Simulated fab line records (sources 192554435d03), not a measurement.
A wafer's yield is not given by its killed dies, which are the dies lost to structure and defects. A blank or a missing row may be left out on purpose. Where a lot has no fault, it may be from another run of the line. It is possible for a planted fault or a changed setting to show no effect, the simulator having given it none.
fab line records	flow n5_finfet
[record] lots = 24	wafers = 72	last_day = 19
route steps=1938 shown BEOL_M12@1646 BEOL_M13@1689 BEOL_M14@1726
lots untouched by any fault: they come from a run of this same line in which no faults occurred
start_h: start of the lot's first displayed wafer, in hours after the record's first day	wait_h: hours from the lot's prior step to this one	" same as the row above	L1.1+2: one row covering several wafers at once	- value missing, or start not given	* or withheld: withheld	< > ~ a bound
route shown NAME@n: NAME is a module with steps in the file, n the number in the route of the first one	usual: mean/standard deviation of fault-free wafers	same: alike in all rows	chamber/n: place in a boat	sites: readings site by site	_std_site: their standard deviation	_edge_site: mean of outer sites minus mean of inner sites	radius_mm: for every site, how far away it sits from the centre of the wafer	mask NAME#n: copy n	behind: the most recent tool/chamber to have shaped the wafer	hold: what put the lot on hold/how long, in hours/how the hold closed	device: whichever transistor did not switch (one of n, p or np)	end of line: the route-end tests of the same wafers	a step with no rows: only its recipe	killed: dies that structure and defects cost at the first sort, which is not the same as the wafer's yield	map: shows each die of a wafer: x if killed, . if not, _ if none is there
set.NAME: the setting that was run; set.NAME@STEP: the one run at that earlier step	model.NAME: the simulator's own value behind a step, which no gauge read
the route's steps for a sample of lots (tables are steps, rows are wafers)
services: from which hour (start_h, from the record's first day; less than 0 if before it) a tool's chamber was out of use, for how many hours, and why
[[steps]]
[step N5_BEOL_M12_DEGAS_41]
[recipe] ambient = vacuum	temp_c = 250	time_s = 60
[usual] heater_power_w = 340/34	susceptor_temp_C = 250.00/0.18
[same] time_s = 60
lot.wafer	tool	chamber	start_h	wait_h	heater_power_w	susceptor_temp_C
L075.2	pvd_sputter-03	-	271.49	0.2	372	250.42
L075.4	"	-	"	"	371	249.90
L075.5	"	-	"	"	290	250.04
L074.2	pvd_sputter-03	-	272.21	0.9	372	250.07
L074.5	"	-	"	"	372	250.12
L074.6	"	-	"	"	325	250.09
L077.2	pvd_sputter-03	-	280.13	0.4	370	249.60
L077.3	"	-	"	"	378	250.20
L077.6	"	-	"	"	376	249.54
L078.1	pvd_sputter-02	-	280.14	0.2	304	249.82
L078.2	"	-	"	"	401	250.06
L078.6	"	-	"	"	346	250.08
L076.2	pvd_sputter-01	-	288.28	0.2	334	249.86
L076.4	"	-	"	"	284	249.72
L076.6	"	-	"	"	289	249.92
L080.1	pvd_sputter-01	-	293.20	0.2	355	250.04
L080.3	"	-	"	"	324	250.18
L080.6	"	-	"	"	331	249.99
L079.1	pvd_sputter-01	-	295.64	2.5	325	250.27
L079.4	"	-	"	"	286	249.92
L079.5	"	-	"	"	343	249.90
L081.3	pvd_sputter-02	-	304.58	0.7	365	250.22
L081.5	"	-	"	"	365	250.16
L081.6	"	-	"	"	305	250.01
L082.3	pvd_sputter-02	-	322.76	0.3	361	250.34
L082.5	"	-	"	"	354	250.26
L082.6	"	-	"	"	311	250.34
L083.2	pvd_sputter-02	-	330.89	0.2	369	250.11
L083.3	"	-	"	"	403	249.77
L083.4	"	-	"	"	403	249.92
L085.4	pvd_sputter-01	-	330.94	0.2	350	250.04
L085.5	"	-	"	"	285	249.94
L085.6	"	-	"	"	346	249.89
L086.2	pvd_sputter-03	-	330.95	0.0	326	249.75
L086.5	"	-	"	"	370	250.02
L086.6	"	-	"	"	370	249.99
L084.1	pvd_sputter-03	-	349.20	0.0	284	250.05
L084.4	"	-	"	"	329	249.69
L084.5	"	-	"	"	376	250.03
L087.4	pvd_sputter-03	-	355.63	0.1	322	250.07
L087.5	"	-	"	"	366	250.25
L087.6	"	-	"	"	374	249.87
L088.2	pvd_sputter-01	-	366.26	0.2	291	249.94
L088.3	"	-	"	"	344	250.20
L088.4	"	-	"	"	322	250.03
L091.1	pvd_sputter-01	-	369.83	0.4	352	249.67
L091.2	"	-	"	"	326	250.04
L091.4	"	-	"	"	332	249.52
L090.3	pvd_sputter-03	-	370.64	0.3	291	250.22
L090.4	"	-	"	"	329	250.17
L090.5	"	-	"	"	373	250.00
L093.3	pvd_sputter-01	-	371.05	0.4	330	250.04
L093.4	"	-	"	"	332	249.92
L093.6	"	-	"	"	290	249.95
L089.1	pvd_sputter-02	-	373.12	1.9	308	250.28
L089.5	"	-	"	"	404	250.02
L089.6	"	-	"	"	312	250.30
L092.1	pvd_sputter-02	-	382.64	0.4	367	249.96
L092.3	"	-	"	"	306	249.80
L092.5	"	-	"	"	320	250.13
L094.1	pvd_sputter-01	-	400.70	0.3	322	249.93
L094.2	"	-	"	"	348	249.81
L094.5	"	-	"	"	358	250.07
L096.2	pvd_sputter-02	-	405.34	0.2	341	249.93
L096.3	"	-	"	"	366	250.07
L096.6	"	-	"	"	311	250.22
L095.1	pvd_sputter-02	-	407.88	1.9	317	250.16
L095.4	"	-	"	"	351	250.15
L095.5	"	-	"	"	308	250.08
L097.3	pvd_sputter-03	-	410.57	0.8	284	249.70
L097.4	"	-	"	"	312	250.09
L097.5	"	-	"	"	375	249.84
[step N5_BEOL_M12_DEP_53]
[recipe] material = SiCN	target_thk_a = 300	temp_c = withheld	precursor = 3MS/NH3	pressure_torr = 3	rf_w = 675	time_s = 10.5
[usual] showerhead_plenum_p_Torr = 4.162/0.02	showerhead_vpp_V = 1595/81	throttle_valve_pct = 18.2/0.77
[same] time_s = 10.5
lot.wafer	tool	chamber	start_h	wait_h	showerhead_plenum_p_Torr	showerhead_vpp_V	throttle_valve_pct
L075.2	pecvd-02	0	272.69	0.0	4.110	1606	18.9
L075.4	"	1	"	"	4.154	1410	19.3
L075.5	"	0	"	"	4.109	1602	18.8
L074.2	pecvd-01	2	273.53	0.0	4.186	1561	16.8
L074.5	"	1	"	"	4.164	1706	18.3
L074.6	"	0	"	"	4.175	1549	19.2
L077.2	pecvd-01	2	281.96	0.0	4.186	1566	16.5
L077.3	"	0	"	"	4.183	1563	19.0
L077.6	"	2	"	"	4.196	1572	16.6
L078.1	pecvd-01	0	282.22	0.0	4.179	1529	19.0
L078.2	"	2	"	"	4.187	1576	16.5
L078.6	"	0	"	"	4.184	1553	18.7
L076.2	pecvd-03	2	289.44	0.0	4.155	1650	17.6
L076.4	"	1	"	"	4.169	1643	18.2
L076.6	"	2	"	"	4.144	1681	17.7
L080.1	pecvd-03	1	294.86	0.0	4.168	1622	18.2
L080.3	"	0	"	"	4.151	1623	18.6
L080.6	"	0	"	"	4.155	1623	18.4
L079.1	pecvd-03	0	297.24	0.0	4.155	1618	18.6
L079.4	"	1	"	"	4.169	1615	18.3
L079.5	"	2	"	"	4.160	1671	17.5
L081.3	pecvd-03	1	308.82	0.0	4.156	1624	18.2
L081.5	"	1	"	"	4.159	1631	18.3
L081.6	"	2	"	"	4.155	1682	17.5
L082.3	pecvd-02	0	324.11	0.0	4.116	1604	18.6
L082.5	"	0	"	"	4.115	1632	19.1
L082.6	"	1	"	"	4.162	1384	19.2
L083.2	pecvd-03	2	332.04	0.0	4.155	1637	17.6
L083.3	"	0	"	"	4.159	1608	18.5
L083.4	"	1	"	"	4.168	1599	18.2
L085.4	pecvd-02	2	332.11	0.0	4.140	1465	17.8
L085.5	"	0	"	"	4.119	1606	19.0
L085.6	"	1	"	"	4.166	1396	19.5
L086.2	pecvd-01	0	332.36	0.0	4.196	1560	19.3
L086.5	"	2	"	"	4.197	1562	17.0
L086.6	"	1	"	"	4.168	1707	18.6
L084.1	pecvd-03	0	350.35	0.0	4.154	1610	18.7
L084.4	"	0	"	"	4.167	1594	18.6
L084.5	"	1	"	"	4.172	1608	18.2
L087.4	pecvd-03	0	356.80	0.0	4.170	1596	18.3
L087.5	"	1	"	"	4.159	1605	18.0
L087.6	"	2	"	"	4.146	1703	17.6
L088.2	pecvd-03	2	367.42	0.0	4.142	1666	17.4
L088.3	"	0	"	"	4.154	1590	18.5
L088.4	"	0	"	"	4.157	1640	18.5
L091.1	pecvd-01	2	370.98	0.0	4.201	1588	17.2
L091.2	"	1	"	"	4.163	1706	18.3
L091.4	"	2	"	"	4.190	1560	17.0
L090.3	pecvd-01	1	371.79	0.0	4.168	1715	18.5
L090.4	"	2	"	"	4.190	1573	16.9
L090.5	"	0	"	"	4.200	1529	19.2
L093.3	pecvd-01	2	372.35	0.0	4.197	1588	16.9
L093.4	"	2	"	"	4.181	1560	16.8
L093.6	"	0	"	"	4.188	1547	19.3
L089.1	pecvd-02	0	374.27	0.0	4.129	1616	19.2
L089.5	"	1	"	"	4.157	1410	19.3
L089.6	"	0	"	"	4.125	1631	18.6
L092.1	pecvd-02	1	384.37	0.0	4.154	1405	19.5
L092.3	"	2	"	"	4.150	1474	17.8
L092.5	"	2	"	"	4.149	1453	17.9
L094.1	pecvd-03	1	401.92	0.0	4.158	1622	18.2
L094.2	"	2	"	"	4.143	1668	17.6
L094.5	"	2	"	"	4.146	1653	17.9
L096.2	pecvd-03	2	406.56	0.0	4.147	1679	17.7
L096.3	"	1	"	"	4.164	1630	18.1
L096.6	"	1	"	"	4.165	1620	18.2
L095.1	pecvd-01	0	409.03	0.0	4.178	1529	19.0
L095.4	"	0	"	"	4.180	1513	19.0
L095.5	"	2	"	"	4.189	1576	16.5
L097.3	pecvd-03	0	412.05	0.0	4.145	1611	18.7
L097.4	"	2	"	"	4.152	1696	17.8
L097.5	"	1	"	"	4.158	1638	18.0
[step N5_BEOL_M13_CD_MEAS_28]
[recipe] target_cd_nm = 209.5	landing_energy_ev = 500	detector = se_inlens
[usual] cd_nm = 209.6/1.1
lot.wafer	tool	chamber	start_h	wait_h	cd_nm
L075.2	cd_sem-03	0	274.22	-	209.3
L075.4	"	0	"	"	211.2
L075.5	"	0	"	"	209.6
L074.2	cd_sem-03	0	275.26	-	209.8
L074.5	"	0	"	"	209.0
L074.6	"	0	"	"	207.1
L077.2	cd_sem-01	0	283.85	-	208.8
L077.3	"	0	"	"	208.6
L077.6	"	0	"	"	209.8
L078.1	cd_sem-02	0	283.91	-	209.6
L078.2	"	0	"	"	210.7
L078.6	"	0	"	"	210.0
L076.2	cd_sem-03	0	291.81	-	209.5
L076.4	"	0	"	"	208.9
L076.6	"	0	"	"	208.7
L080.1	cd_sem-03	0	297.61	-	209.0
L080.3	"	0	"	"	209.1
L080.6	"	0	"	"	209.1
L079.1	cd_sem-01	0	298.77	-	210.6
L079.4	"	0	"	"	209.3
L079.5	"	0	"	"	209.5
L081.3	cd_sem-02	0	310.92	-	211.6
L081.5	"	0	"	"	210.5
L081.6	"	0	"	"	210.9
L082.3	cd_sem-02	0	325.86	-	211.8
L082.5	"	0	"	"	211.4
L082.6	"	0	"	"	211.1
L083.2	cd_sem-01	0	333.82	-	208.9
L083.3	"	0	"	"	209.5
L083.4	"	0	"	"	208.4
L085.4	cd_sem-02	0	334.12	-	209.3
L085.5	"	0	"	"	211.0
L085.6	"	0	"	"	211.1
L086.2	cd_sem-01	0	334.19	-	208.9
L086.5	"	0	"	"	207.8
L086.6	"	0	"	"	209.7
L084.1	cd_sem-03	0	352.13	-	210.3
L084.4	"	0	"	"	208.6
L084.5	"	0	"	"	210.0
L087.4	cd_sem-02	0	358.37	-	212.5
L087.5	"	0	"	"	209.0
L087.6	"	0	"	"	211.7
L088.2	cd_sem-03	0	368.95	-	208.7
L088.3	"	0	"	"	210.7
L088.4	"	0	"	"	209.0
L091.1	cd_sem-03	0	372.65	-	209.6
L091.2	"	0	"	"	208.9
L091.4	"	0	"	"	208.2
L090.3	cd_sem-01	0	373.58	-	209.6
L090.4	"	0	"	"	209.0
L090.5	"	0	"	"	208.7
L093.3	cd_sem-01	0	375.00	-	211.6
L093.4	"	0	"	"	210.5
L093.6	"	0	"	"	209.6
L089.1	cd_sem-03	0	375.93	-	209.2
L089.5	"	0	"	"	209.1
L089.6	"	0	"	"	209.5
L092.1	cd_sem-03	0	386.15	-	207.3
L092.3	"	0	"	"	209.9
L092.5	"	0	"	"	209.3
L094.1	cd_sem-03	0	404.75	-	208.0
L094.2	"	0	"	"	208.3
L094.5	"	0	"	"	210.0
L096.2	cd_sem-01	0	411.26	-	209.9
L096.3	"	0	"	"	209.8
L096.6	"	0	"	"	208.8
L095.1	cd_sem-03	0	411.59	-	209.8
L095.4	"	0	"	"	209.3
L095.5	"	0	"	"	208.8
L097.3	cd_sem-03	0	415.82	-	210.0
L097.4	"	0	"	"	208.9
L097.5	"	0	"	"	208.5
[step N5_BEOL_M13_SPUTTER_44]
[recipe] material = Ta	target_thk_a = 100	temp_c = 50	bias_v = 80	power_w = 15000	chamber_pressure_pa = 0.07	time_s = 16.13
[usual] substrate_temp_c = 50.02/0.12	susceptor_temp_C = 49.99/0.11	throttle_valve_pct = 30.3/1
[same] time_s = 16.13
lot.wafer	tool	chamber	start_h	wait_h	substrate_temp_c	susceptor_temp_C	throttle_valve_pct
L075.2	pvd_sputter-02	-	279.20	0.0	50.12	50.01	29.5
L075.4	"	-	"	"	49.98	49.98	29.6
L075.5	"	-	"	"	50.06	50.12	30.2
L074.2	pvd_sputter-03	-	279.97	0.0	49.90	50.21	30.3
L074.5	"	-	"	"	49.85	49.96	29.6
L074.6	"	-	"	"	49.96	50.09	30.2
L077.2	pvd_sputter-03	-	286.96	0.0	50.07	49.83	29.9
L077.3	"	-	"	"	49.96	49.85	31.3
L077.6	"	-	"	"	50.06	49.96	31.6
L078.1	pvd_sputter-01	-	287.82	0.0	49.92	50.06	30.5
L078.2	"	-	"	"	50.05	49.94	28.1
L078.6	"	-	"	"	49.97	50.04	30.1
L076.2	pvd_sputter-03	-	296.94	0.0	50.16	49.93	31.4
L076.4	"	-	"	"	49.90	49.91	31.6
L076.6	"	-	"	"	50.19	50.00	29.9
L080.1	pvd_sputter-03	-	300.74	0.0	49.90	50.10	31.3
L080.3	"	-	"	"	50.00	49.88	29.8
L080.6	"	-	"	"	50.02	49.95	31.3
L079.1	pvd_sputter-01	-	303.97	0.0	50.04	49.88	30.4
L079.4	"	-	"	"	50.06	50.05	28.0
L079.5	"	-	"	"	50.07	50.09	28.2
L081.3	pvd_sputter-02	-	312.14	0.0	50.13	50.02	29.4
L081.5	"	-	"	"	49.98	49.95	30.1
L081.6	"	-	"	"	49.83	49.88	31.6
L082.3	pvd_sputter-02	-	333.79	0.0	49.91	50.14	30.6
L082.5	"	-	"	"	50.17	49.97	31.8
L082.6	"	-	"	"	49.79	50.27	30.3
L083.2	pvd_sputter-01	-	336.09	0.0	50.15	49.93	30.5
L083.3	"	-	"	"	50.14	49.83	30.0
L083.4	"	-	"	"	49.99	50.20	27.9
L085.4	pvd_sputter-01	-	337.51	0.0	49.84	49.76	30.4
L085.5	"	-	"	"	50.01	50.08	30.4
L085.6	"	-	"	"	50.16	49.98	28.1
L086.2	pvd_sputter-01	-	337.83	0.0	50.05	50.06	30.3
L086.5	"	-	"	"	50.15	49.89	30.1
L086.6	"	-	"	"	50.08	49.90	27.9
L084.1	pvd_sputter-03	-	353.28	0.0	49.69	50.06	30.3
L084.4	"	-	"	"	50.23	49.96	29.9
L084.5	"	-	"	"	49.94	49.96	30.0
L087.4	pvd_sputter-03	-	361.18	0.0	49.87	50.02	30.1
L087.5	"	-	"	"	49.85	49.99	31.7
L087.6	"	-	"	"	49.98	49.92	30.1
L088.2	pvd_sputter-03	-	371.24	0.0	49.90	49.82	31.2
L088.3	"	-	"	"	50.02	50.04	30.1
L088.4	"	-	"	"	49.83	49.82	30.1
L091.1	pvd_sputter-03	-	374.29	0.0	49.72	50.06	31.6
L091.2	"	-	"	"	49.87	49.98	30.2
L091.4	"	-	"	"	49.92	49.92	30.0
L090.3	pvd_sputter-01	-	382.39	0.0	50.05	50.12	30.6
L090.4	"	-	"	"	49.90	49.91	30.3
L090.5	"	-	"	"	50.06	49.97	30.1
L093.3	pvd_sputter-01	-	382.87	0.0	50.01	50.00	30.2
L093.4	"	-	"	"	50.06	50.09	30.6
L093.6	"	-	"	"	50.05	50.10	30.4
L089.1	pvd_sputter-01	-	383.85	0.0	50.05	49.90	30.2
L089.5	"	-	"	"	49.94	49.93	30.1
L089.6	"	-	"	"	49.96	50.22	30.4
L092.1	pvd_sputter-01	-	394.16	0.0	50.11	49.89	29.9
L092.3	"	-	"	"	49.92	50.26	30.2
L092.5	"	-	"	"	50.02	50.04	30.5
L094.1	pvd_sputter-01	-	409.08	0.0	49.98	49.99	30.8
L094.2	"	-	"	"	50.06	49.97	30.3
L094.5	"	-	"	"	50.01	50.13	30.0
L095.1	pvd_sputter-01	-	417.10	0.0	49.97	50.04	30.2
L095.4	"	-	"	"	50.02	49.94	28.2
L095.5	"	-	"	"	49.83	49.94	30.7
L096.2	pvd_sputter-03	-	417.14	0.0	49.93	49.94	31.2
L096.3	"	-	"	"	49.82	50.03	29.7
L096.6	"	-	"	"	50.00	50.06	31.2
L097.3	pvd_sputter-03	-	419.98	0.0	49.97	49.97	31.6
L097.4	"	-	"	"	49.98	50.18	30.0
L097.5	"	-	"	"	50.06	50.02	31.7
[step N5_BEOL_M13_INSPECT_55]
[recipe] inspect_instrument = darkfield	mode = post_dep
[usual] raw_defect_count = 69/23
lot.wafer	tool	chamber	start_h	wait_h	raw_defect_count
L075.2	defect_inspect-01	-	280.50	0.0	48
L075.4	"	-	"	"	48
L075.5	"	-	"	"	80
L074.2	defect_inspect-01	-	282.04	0.0	81
L074.5	"	-	"	"	55
L074.6	"	-	"	"	86
L077.2	defect_inspect-01	-	288.11	0.0	55
L077.3	"	-	"	"	51
L077.6	"	-	"	"	43
L078.1	defect_inspect-01	-	289.13	0.0	92
L078.2	"	-	"	"	70
L078.6	"	-	"	"	91
L076.2	defect_inspect-01	-	300.90	0.0	77
L076.4	"	-	"	"	103
L076.6	"	-	"	"	52
L080.1	defect_inspect-02	-	304.46	0.0	62
L080.3	"	-	"	"	36
L080.6	"	-	"	"	65
L079.1	defect_inspect-01	-	307.07	0.0	52
L079.4	"	-	"	"	83
L079.5	"	-	"	"	41
L081.3	defect_inspect-01	-	314.60	0.0	70
L081.5	"	-	"	"	62
L081.6	"	-	"	"	91
L082.3	defect_inspect-01	-	334.93	0.0	35
L082.5	"	-	"	"	31
L082.6	"	-	"	"	62
L083.2	defect_inspect-02	-	337.21	0.0	67
L083.3	"	-	"	"	51
L083.4	"	-	"	"	53
L085.4	defect_inspect-02	-	338.62	0.0	43
L085.5	"	-	"	"	44
L085.6	"	-	"	"	58
L086.2	defect_inspect-02	-	339.01	0.0	77
L086.5	"	-	"	"	66
L086.6	"	-	"	"	89
L084.1	defect_inspect-02	-	354.40	0.0	54
L084.4	"	-	"	"	52
L084.5	"	-	"	"	36
L087.4	defect_inspect-02	-	362.80	0.0	61
L087.5	"	-	"	"	66
L087.6	"	-	"	"	45
L088.2	defect_inspect-01	-	372.68	0.0	76
L088.3	"	-	"	"	94
L088.4	"	-	"	"	71
L091.1	defect_inspect-02	-	375.42	0.0	59
L091.2	"	-	"	"	28
L091.4	"	-	"	"	65
L090.3	defect_inspect-02	-	384.03	0.0	103
L090.4	"	-	"	"	128
L090.5	"	-	"	"	78
L093.3	defect_inspect-02	-	384.73	0.0	69
L093.4	"	-	"	"	87
L093.6	"	-	"	"	62
L089.1	defect_inspect-01	-	386.19	0.0	56
L089.5	"	-	"	"	65
L089.6	"	-	"	"	70
L092.1	defect_inspect-01	-	396.57	0.0	100
L092.3	"	-	"	"	49
L092.5	"	-	"	"	77
L094.1	defect_inspect-01	-	410.18	0.0	94
L094.2	"	-	"	"	84
L094.5	"	-	"	"	71
L095.1	defect_inspect-02	-	418.21	0.0	60
L095.4	"	-	"	"	65
L095.5	"	-	"	"	65
L096.2	defect_inspect-01	-	418.25	0.0	64
L096.3	"	-	"	"	72
L096.6	"	-	"	"	59
L097.3	defect_inspect-02	-	421.09	0.0	88
L097.4	"	-	"	"	82
L097.5	"	-	"	"	67
[step N5_BEOL_M14_CD_MEAS_10]
[recipe] target_cd_nm = 250	landing_energy_ev = 500	detector = se_inlens	polarity = opening
[usual] cd_nm = 250.3/1.7
lot.wafer	tool	chamber	start_h	wait_h	cd_nm
L075.2	cd_sem-01	0	281.15	-	247.5
L075.4	"	0	"	"	249.4
L075.5	"	0	"	"	248.6
L074.2	cd_sem-01	0	282.70	-	249.2
L074.5	"	0	"	"	250.8
L074.6	"	0	"	"	251.0
L077.2	cd_sem-01	0	288.77	-	250.7
L077.3	"	0	"	"	248.2
L077.6	"	0	"	"	249.6
L078.1	cd_sem-01	0	289.67	-	248.9
L078.2	"	0	"	"	253.6
L078.6	"	0	"	"	250.6
L076.2	cd_sem-01	0	301.55	-	248.4
L076.4	"	0	"	"	248.9
L076.6	"	0	"	"	248.8
L080.1	cd_sem-03	0	305.00	-	252.3
L080.3	"	0	"	"	252.5
L080.6	"	0	"	"	247.5
L079.1	cd_sem-02	0	307.61	-	251.3
L079.4	"	0	"	"	249.5
L079.5	"	0	"	"	249.8
L081.3	cd_sem-02	0	315.26	-	249.3
L081.5	"	0	"	"	249.5
L081.6	"	0	"	"	247.3
L082.3	cd_sem-01	0	335.67	-	252.0
L082.5	"	0	"	"	251.4
L082.6	"	0	"	"	249.5
L083.2	cd_sem-03	0	337.82	-	249.7
L083.3	"	0	"	"	249.0
L083.4	"	0	"	"	249.3
L085.4	cd_sem-02	0	339.15	-	251.9
L085.5	"	0	"	"	253.9
L085.6	"	0	"	"	252.4
L086.2	cd_sem-02	0	339.67	-	250.3
L086.5	"	0	"	"	252.3
L086.6	"	0	"	"	251.7
L084.1	cd_sem-01	0	355.06	-	251.1
L084.4	"	0	"	"	252.1
L084.5	"	0	"	"	249.2
L087.4	cd_sem-03	0	363.46	-	247.7
L087.5	"	0	"	"	247.1
L087.6	"	0	"	"	247.9
L088.2	cd_sem-02	0	373.34	-	249.5
L088.3	"	0	"	"	251.8
L088.4	"	0	"	"	245.7
L091.1	cd_sem-01	0	375.97	-	248.4
L091.2	"	0	"	"	248.9
L091.4	"	0	"	"	251.6
L090.3	cd_sem-03	0	384.56	-	252.5
L090.4	"	0	"	"	251.9
L090.5	"	0	"	"	249.5
L093.3	cd_sem-03	0	385.27	-	248.4
L093.4	"	0	"	"	249.1
L093.6	"	0	"	"	248.1
L089.1	cd_sem-01	0	386.84	-	249.2
L089.5	"	0	"	"	250.3
L089.6	"	0	"	"	249.2
L092.1	cd_sem-02	0	397.23	-	250.3
L092.3	"	0	"	"	252.0
L092.5	"	0	"	"	252.8
L094.1	cd_sem-03	0	410.79	-	249.4
L094.2	"	0	"	"	250.9
L094.5	"	0	"	"	251.4
L095.1	cd_sem-02	0	418.74	-	252.7
L095.4	"	0	"	"	251.8
L095.5	"	0	"	"	253.1
L096.2	cd_sem-03	0	418.91	-	250.9
L096.3	"	0	"	"	252.4
L096.6	"	0	"	"	248.8
L097.3	cd_sem-02	0	421.76	-	252.5
L097.4	"	0	"	"	249.9
L097.5	"	0	"	"	249.9
[[services]]
tool	chamber	start_h	hours	kind
pvd_sputter-01	-	272.01	0.5	repair
pecvd-02	2	276.32	5.5	scheduled_down
pecvd-02	1	291.84	19.8	repair
pecvd-03	0	308.66	4.7	repair
pecvd-03	0	334.74	5.5	scheduled_down
pecvd-03	-	337.93	0.8	pm
pecvd-01	-	353.31	0.8	repair
pvd_sputter-02	-	375.57	6.0	repair
pvd_sputter-03	-	378.12	2.5	repair
pecvd-03	-	387.26	2.8	pm
pecvd-02	0	388.25	6.3	repair
pecvd-03	-	391.91	1.8	repair
pecvd-02	-	404.61	0.9	repair
pecvd-01	-	409.82	2.8	pm
pecvd-02	0	412.10	2.1	scheduled_down
pvd_sputter-01	-	414.55	1.5	repair
pecvd-02	-	416.50	0.8	repair
[[key]]
fault none
